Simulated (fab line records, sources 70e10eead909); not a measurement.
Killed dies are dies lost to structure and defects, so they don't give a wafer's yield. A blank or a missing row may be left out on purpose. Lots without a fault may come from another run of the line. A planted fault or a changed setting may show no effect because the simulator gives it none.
fab line records | flow nand_harc
record lots=6 wafers=18 last_day=32
route steps=1302 shown A_ZERO_WELL@412 A_SOURCE_PLATE@413 A_ONON_D1@424 END@1302
lots that met no fault: from a run of the same line without faults
start_h: hours from the record's first day to the start of the lot's first wafer shown | wait_h: hours since the lot's step before | " the same as in the row above | L1.1+2: a row that stands for several wafers | - no value, or no start given | * or withheld: withheld | < > ~ a bound
route shown NAME@n: a module of which the file shows steps, and the number in the route of the first | usual: mean/standard deviation of fault-free wafers | same: alike in all rows | chamber/n: place in a boat | sites: the reading at each site | _std_site: their standard deviation | _edge_site: outer sites' mean less inner sites' | radius_mm: how far each site lies from the wafer's centre | mask NAME#n: copy n | behind: the tool/chamber that last shaped the wafer | hold: why the lot was held/for how many hours/how that ended | device: the transistor (n, p or np) that didn't switch | end of line: the same wafers' tests at the end of the route | a step without rows: its recipe alone | killed: dies lost to structure and defects at the first sort, not the wafer's yield | map: a wafer's dies, x killed, . not, _ none there
set.NAME: the setting as run; set.NAME@STEP: as run at that earlier step | model.NAME: the simulator's own value behind a step, which no gauge read
lots at some steps of the route; a table a step, a row a wafer
services: from which hour (start_h, from the record's first day; less than 0 if before it) a tool's chamber was out of use, for how many hours, and why
## steps
# step NHARC_A_ZERO_WELL_INSPECT_17
# usual raw_defect_count=9/4.6
# columns lot.wafer tool chamber start_h wait_h raw_defect_count
L677.2 defect_inspect-02 - 151.67 0.2 16
L677.4 " - " " 12
L677.5 " - " " 7
L682.2 defect_inspect-02 - 198.14 0.1 6
L682.4 " - " " 6
L682.6 " - " " 12
L683.1 defect_inspect-01 - 213.12 0.2 9
L683.2 " - " " 5
L683.5 " - " " 5
L689.2 defect_inspect-02 - 266.33 0.1 5
L689.3 " - " " 5
L689.5 " - " " 3
L691.1 defect_inspect-01 - 300.33 0.2 10
L691.4 " - " " 10
L691.6 " - " " 7
L695.4 defect_inspect-02 - 328.88 0.1 13
L695.5 " - " " 14
L695.6 " - " " 22
# step NHARC_A_SOURCE_PLATE_PRECLEAN_00
# recipe time_s=60 chemistry=HF-LAST
# step NHARC_A_SOURCE_PLATE_SRD_01
# step NHARC_A_SOURCE_PLATE_OXIDE_02
# recipe target_thk_a=100 temp_c=900 ox_time_s=1362 material=SiO2
# step NHARC_A_SOURCE_PLATE_THK_MEAS_09
# recipe thk_meas_gauge=ellipsometry
# usual thk_nm=9.6/1.1
# columns lot.wafer tool chamber start_h wait_h thk_nm
L677.2 film_metro-01 - 160.88 0.4 11.0
L677.4 " - " " 9.4
L677.5 " - " " 10.2
L682.2 film_metro-02 - 205.66 0.4 10.2
L682.4 " - " " 8.7
L682.6 " - " " 6.9
L683.1 film_metro-02 - 220.42 0.4 10.4
L683.2 " - " " 8.5
L683.5 " - " " 9.0
L689.2 film_metro-02 - 273.14 0.4 9.2
L689.3 " - " " 8.3
L689.5 " - " " 10.1
L691.1 film_metro-02 - 310.08 0.4 10.3
L691.4 " - " " 10.0
L691.6 " - " " 12.0
L695.4 film_metro-02 - 335.75 0.4 9.9
L695.5 " - " " 10.3
L695.6 " - " " 9.7
# step NHARC_A_SOURCE_PLATE_PVD_04
# recipe target_thk_a=500 material=WSi2
# step NHARC_A_SOURCE_PLATE_CVD_03
# recipe target_thk_a=2000 temp_c=620 pressure_mtorr=200 time_s=4000 material=poly-Si
# step NHARC_A_SOURCE_PLATE_ANNEAL_05
# recipe temp_c=850 time_s=1800
# step NHARC_A_SOURCE_PLATE_THK_MEAS_06
# recipe thk_meas_gauge=ellipsometry
# usual thk_nm=200.5/2.5
# columns lot.wafer tool chamber start_h wait_h thk_nm
L677.2 film_metro-01 - 173.79 0.4 198.8
L677.4 " - " " 198.1
L677.5 " - " " 198.4
L682.2 film_metro-02 - 218.65 0.4 201.3
L682.4 " - " " 202.0
L682.6 " - " " 199.3
L683.1 film_metro-02 - 235.89 0.4 200.1
L683.2 " - " " 202.1
L683.5 " - " " 203.0
L689.2 film_metro-02 - 285.71 0.4 201.0
L689.3 " - " " 199.7
L689.5 " - " " 201.8
L691.1 film_metro-01 - 326.02 0.4 198.8
L691.4 " - " " 200.2
L691.6 " - " " 201.1
L695.4 film_metro-01 - 348.67 0.4 196.3
L695.5 " - " " 198.1
L695.6 " - " " 196.6
# step NHARC_A_SOURCE_PLATE_INSPECT_08
# usual raw_defect_count=59/24
# columns lot.wafer tool chamber start_h wait_h raw_defect_count
L677.2 defect_inspect-02 - 173.85 0.0 83
L677.4 " - " " 65
L677.5 " - " " 90
L682.2 defect_inspect-02 - 218.71 0.0 68
L682.4 " - " " 58
L682.6 " - " " 42
L683.1 defect_inspect-02 - 235.99 0.0 95
L683.2 " - " " 106
L683.5 " - " " 107
L689.2 defect_inspect-02 - 285.81 0.0 27
L689.3 " - " " 17
L689.5 " - " " 48
L691.1 defect_inspect-01 - 326.10 0.0 65
L691.4 " - " " 48
L691.6 " - " " 62
L695.4 defect_inspect-01 - 348.77 0.0 64
L695.5 " - " " 63
L695.6 " - " " 121
# step NHARC_A_ONON_D1_DEP_00
# recipe target_thk_a=10000 n2_flow_sccm=2750 n2o_flow_sccm=2000 nh3_flow_sccm=500 sih4_flow_sccm=210 temp_c=400
# columns lot.wafer tool chamber start_h wait_h
L677.2+4+5 pecvd_onon-02 0 173.98 0.1
L682.2+4+6 pecvd_onon-02 0 218.83 0.1
L683.1+2+5 pecvd_onon-02 0 236.06 0.1
L689.2+3+5 pecvd_onon-03 0 285.94 0.1
L691.1+4+6 pecvd_onon-04 0 326.17 0.1
L695.4+5+6 pecvd_onon-02 0 349.01 0.2
# step NHARC_A_ONON_D1_THK_MEAS_02
# recipe thk_meas_gauge=ellipsometry
# usual thk_nm=1003/9
# columns lot.wafer tool chamber start_h wait_h thk_nm
L677.2 film_metro-01 - 174.43 - 1010
L677.4 " - " " 1008
L677.5 " - " " 1009
L682.2 film_metro-01 - 219.28 - 857
L682.4 " - " " 1001
L682.6 " - " " 1001
L683.1 film_metro-02 - 236.57 - 869
L683.2 " - " " 870
L683.5 " - " " 1014
L689.2 film_metro-01 - 286.39 - 998
L689.3 " - " " 997
L689.5 " - " " 996
L691.1 film_metro-02 - 326.68 - 997
L691.4 " - " " 996
L691.6 " - " " 997
L695.4 film_metro-02 - 349.35 - 1006
L695.5 " - " " 1004
L695.6 " - " " 1004
# step NHARC_A_ONON_D1_DEP_03
# recipe target_thk_a=10000 n2_flow_sccm=2750 n2o_flow_sccm=2000 nh3_flow_sccm=500 sih4_flow_sccm=210 temp_c=400
# step NHARC_END_SORT_01
# recipe temp_c=25
# usual killed_at_array=59/16 killed_at_other=0.8/1.1 killed_at_periphery=3.6/2.4 killed_dies=64/16 killed_open=3.4/1.8 killed_short=2.5/1.6
# same gross_dies=677
# columns lot.wafer tool chamber start_h wait_h killed_at_array killed_at_other killed_at_periphery killed_dies killed_open killed_short
L682.2 prober-01 0 614.36 2.8 674 0 3 677 4 0
L682.4 prober-01 0 615.96 3.4 70 0 3 73 3 0
L682.6 prober-01 0 617.56 4.0 71 0 1 72 3 1
L683.1 prober-01 0 631.40 2.5 674 1 2 677 3 2
L683.2 prober-01 0 632.18 2.8 676 0 1 677 1 5
# killed by level:class
L682.2 A_ONON_D1:area_dep=599 A_CHANNEL_HOLE_D2:chamber_film_flake=36 A_SLIT:chamber_film_flake=28 A_STAIRCASE:chamber_film_flake=4 A_CONTACT:chamber_film_flake=2 A_CHANNEL_FILL_D1:geometric_particle:open=1 A_CHANNEL_FILL_D2:geometric_particle:open=1 A_WL_FILL:geometric_particle:open=1
L682.4 A_CHANNEL_HOLE_D2:chamber_film_flake=36 A_SLIT:chamber_film_flake=24 A_CONTACT:chamber_film_flake=4 A_STAIRCASE:chamber_film_flake=2 P_CONTACT:geometric_particle:open=1 P_M0:geometric_particle:open=1 A_BLC:geometric_particle:open=1 P_GATE:chamber_film_flake=1
L682.6 A_CHANNEL_HOLE_D2:chamber_film_flake=33 A_SLIT:chamber_film_flake=24 A_CHANNEL_HOLE_D1:chamber_film_flake=4 A_CONTACT:chamber_film_flake=4 A_ONON_D1:geometric_particle:open=1 A_CHANNEL_HOLE_D2:geometric_particle:short=1 A_WL_FILL:geometric_particle:open=1 A_M1:geometric_particle:open=1
L683.1 A_ONON_D1:area_dep=617 A_CHANNEL_HOLE_D2:chamber_film_flake=36 A_CONTACT:chamber_film_flake=7 A_CHANNEL_HOLE_D1:chamber_film_flake=5 A_STAIRCASE:chamber_film_flake=3 A_WL_FILL:chamber_film_flake=2 P_GATE:geometric_particle:short=1 A_CHANNEL_FILL_D2:geometric_particle:short=1
L683.2 A_ONON_D1:area_dep=619 A_CHANNEL_HOLE_D2:chamber_film_flake=38 A_CHANNEL_HOLE_D1:chamber_film_flake=5 A_CONTACT:chamber_film_flake=5 A_STAIRCASE:chamber_film_flake=2 P_M0:geometric_particle:short=1 A_SOURCE_PLATE:geometric_particle:open=1 A_SOURCE_PLATE:geometric_particle:short=1
# map L682.2 (x killed, . not)
____________x____________
_________xxxxxxx_________
_______xxxxxxxxxxx_______
______xxxxxxxxxxxxx______
_____xxxxxxxxxxxxxxx_____
____xxxxxxxxxxxxxxxxx____
____xxxxxxxxxxxxxxxxx____
___xxxxxxxxxxxxxxxxxxx___
___xxxxxxxxxxxxxxxxxxx___
__xxxxxxxxxxxxxxxxxxxxx__
__xxxxxxxxxxxxxxxxxxxxx__
_xxxxxxxxxxxxxxxxxxxxxxx_
_xxxxxxxxxxxxxxxxxxxxxxx_
_xxxxxxxxxxxxxxxxxxxxxxx_
_xxxxxxxxxxxxxxxxxxxxxxx_
_xxxxxxxxxxxxxxxxxxxxxxx_
xxxxxxxxxxxxxxxxxxxxxxxxx
xxxxxxxxxxxxxxxxxxxxxxxxx
xxxxxxxxxxxxxxxxxxxxxxxxx
xxxxxxxxxxxxxxxxxxxxxxxxx
xxxxxxxxxxxxxxxxxxxxxxxxx
_xxxxxxxxxxxxxxxxxxxxxxx_
_xxxxxxxxxxxxxxxxxxxxxxx_
_xxxxxxxxxxxxxxxxxxxxxxx_
_xxxxxxxxxxxxxxxxxxxxxxx_
_xxxxxxxxxxxxxxxxxxxxxxx_
__xxxxxxxxxxxxxxxxxxxxx__
__xxxxxxxxxxxxxxxxxxxxx__
___xxxxxxxxxxxxxxxxxxx___
___xxxxxxxxxxxxxxxxxxx___
____xxxxxxxxxxxxxxxxx____
____xxxxxxxxxxxxxxxxx____
_____xxxxxxxxxxxxxxx_____
______xxxxxxxxxxxxx______
_______xxxxxxxxxxx_______
_________xxxxxxx_________
____________x____________
# map L683.1 (x killed, . not)
____________x____________
_________xxxxxxx_________
_______xxxxxxxxxxx_______
______xxxxxxxxxxxxx______
_____xxxxxxxxxxxxxxx_____
____xxxxxxxxxxxxxxxxx____
____xxxxxxxxxxxxxxxxx____
___xxxxxxxxxxxxxxxxxxx___
___xxxxxxxxxxxxxxxxxxx___
__xxxxxxxxxxxxxxxxxxxxx__
__xxxxxxxxxxxxxxxxxxxxx__
_xxxxxxxxxxxxxxxxxxxxxxx_
_xxxxxxxxxxxxxxxxxxxxxxx_
_xxxxxxxxxxxxxxxxxxxxxxx_
_xxxxxxxxxxxxxxxxxxxxxxx_
_xxxxxxxxxxxxxxxxxxxxxxx_
xxxxxxxxxxxxxxxxxxxxxxxxx
xxxxxxxxxxxxxxxxxxxxxxxxx
xxxxxxxxxxxxxxxxxxxxxxxxx
xxxxxxxxxxxxxxxxxxxxxxxxx
xxxxxxxxxxxxxxxxxxxxxxxxx
_xxxxxxxxxxxxxxxxxxxxxxx_
_xxxxxxxxxxxxxxxxxxxxxxx_
_xxxxxxxxxxxxxxxxxxxxxxx_
_xxxxxxxxxxxxxxxxxxxxxxx_
_xxxxxxxxxxxxxxxxxxxxxxx_
__xxxxxxxxxxxxxxxxxxxxx__
__xxxxxxxxxxxxxxxxxxxxx__
___xxxxxxxxxxxxxxxxxxx___
___xxxxxxxxxxxxxxxxxxx___
____xxxxxxxxxxxxxxxxx____
____xxxxxxxxxxxxxxxxx____
_____xxxxxxxxxxxxxxx_____
______xxxxxxxxxxxxx______
_______xxxxxxxxxxx_______
_________xxxxxxx_________
____________x____________
## services
# columns tool chamber start_h hours kind
pecvd_onon-02 - 178.19 0.3 repair
pecvd_onon-02 - 185.00 13.0 pm
pecvd_onon-03 - 227.00 13.0 pm
pecvd_onon-04 - 311.31 13.0 pm
## key
first_sign step=NHARC_A_ONON_D1_THK_MEAS_02 reading=thk_nm direction=down sigmas=15 usual=1003 struck=865
effect step=NHARC_END_SORT_01 reading=killed_dies direction=up sigmas=39 usual=64 struck=677
more_kills_born_at NHARC_A_ONON_D1_DEP_00@pecvd_onon-02=1835
met_at NHARC_A_ONON_D1_DEP_00
struck_wafers L682.2,L683.1,L683.2
later_rows_left_out L682.2,L683.1,L683.2
tester_left_out L682,L683
onset_between 173.98 218.83
fault kind=process_parameter_drift tool=pecvd_onon-02 chamber=- onset_h=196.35 steps=NHARC_A_ONON_D1_DEP_00 channel=target_thk_a offset=* shape=step end_h=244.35 scope=struck_wafers_only acts_in=* stated=*
# tester_left_out: of these lots the tester's yield and bins aren't shown, on N5 and GAA mostly nor the transistor test; their killed dies are dies lost to structure and defects alone, not to doping, threshold or leakage, so they don't give the yield
# later_rows_left_out: the simulator's readings of these wafers behind a module that went badly wrong aren't trusted and aren't shown, but for the sort
